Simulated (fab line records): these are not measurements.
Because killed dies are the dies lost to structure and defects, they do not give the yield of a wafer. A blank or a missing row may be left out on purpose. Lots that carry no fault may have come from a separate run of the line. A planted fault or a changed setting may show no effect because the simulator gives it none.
Which tool was responsible? / flow n5-finfet / 8 lots, 24 wafers sampled, at 2 steps of a route of 1938

WHAT THE GAUGES READ, wafer by wafer
N5_MOL_CONTACT_COAG_INSPECT_42: inspects for defects (brightfield).
lot=L473; measured=day 5 19:56; on=defect-inspect-02; raw-defect-count=195 224 204
lot=L474; measured=day 5 23:37; on=defect-inspect-01; raw-defect-count=155 242 202
lot=L479; measured=day 7 06:25; on=defect-inspect-02; raw-defect-count=1796 345 221
lot=L484; measured=day 8 15:00; on=defect-inspect-01; raw-defect-count=1580 198 142
lot=L485; measured=day 8 16:04; on=defect-inspect-02; raw-defect-count=272 248 308
lot=L487; measured=day 9 03:09; on=defect-inspect-02; raw-defect-count=247 207 266
lot=L491; measured=day 10 03:35; on=defect-inspect-01; raw-defect-count=113 190 155
lot=L494; measured=day 10 19:10; on=defect-inspect-02; raw-defect-count=199 174 181

TOOL THAT RAN EACH LOT (tool first, then ch and the chambers of the sampled wafers, then the start)
lot=L473; N5_MOL_CONTACT_COAG_PRECLEAN_144=wet-bench-05 ch 2,4,7, day 5 19:20
lot=L474; N5_MOL_CONTACT_COAG_PRECLEAN_144=wet-bench-01 ch 5,6,7, day 5 23:01
lot=L479; N5_MOL_CONTACT_COAG_PRECLEAN_144=wet-bench-06 ch 5,6,7, day 7 05:50
lot=L484; N5_MOL_CONTACT_COAG_PRECLEAN_144=wet-bench-06 ch 1,6,7, day 8 14:32
lot=L485; N5_MOL_CONTACT_COAG_PRECLEAN_144=wet-bench-05 ch 2,3,7, day 8 15:29
lot=L487; N5_MOL_CONTACT_COAG_PRECLEAN_144=wet-bench-01 ch 3,4,5, day 9 02:34
lot=L491; N5_MOL_CONTACT_COAG_PRECLEAN_144=wet-bench-05 ch 1,3,6, day 10 02:59
lot=L494; N5_MOL_CONTACT_COAG_PRECLEAN_144=wet-bench-01 ch 2,5,7, day 10 18:41
- N5_MOL_CONTACT_COAG_PRECLEAN_144: cleans in alkaline clean, time 60 s.

THE ANSWER, worked out from the rows above alone
Rule: usual is defined by the lots themselves. The widest of any qualifying gaps counts: lots, ordered by their means at a reading, are off when they make up no more than a third of the lots, leave a main group of 4 or more, and stand apart from it by 3 or more times the standard deviation of that group's means. A main group whose means are all the same, to the digits that the tables above print for the reading, isn't used. A lot without any number at a reading at which 4 lots or more have one is off too. The other lots that the step has rows for count as sound.
Off at N5_MOL_CONTACT_COAG_INSPECT_42 (raw-defect-count): L479, L484. For the main group the mean is 210 and the standard deviation 39.
If a tool, at a process step before that reading, ran all the lots that are off and no sound lot after the first of them, it fits. Gauges at N5_MOL_CONTACT_COAG_INSPECT_42: tried the same way as those tools. One fits: wet-bench-06 at N5_MOL_CONTACT_COAG_PRECLEAN_144. It ran no sound lot before its first lot that is off in this sample, so the start can't be narrowed down.

WHAT THE SIMULATOR PUT IN
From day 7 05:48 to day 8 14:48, wet-bench-06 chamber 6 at N5_MOL_CONTACT_COAG_PRECLEAN_144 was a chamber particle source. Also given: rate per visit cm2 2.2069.
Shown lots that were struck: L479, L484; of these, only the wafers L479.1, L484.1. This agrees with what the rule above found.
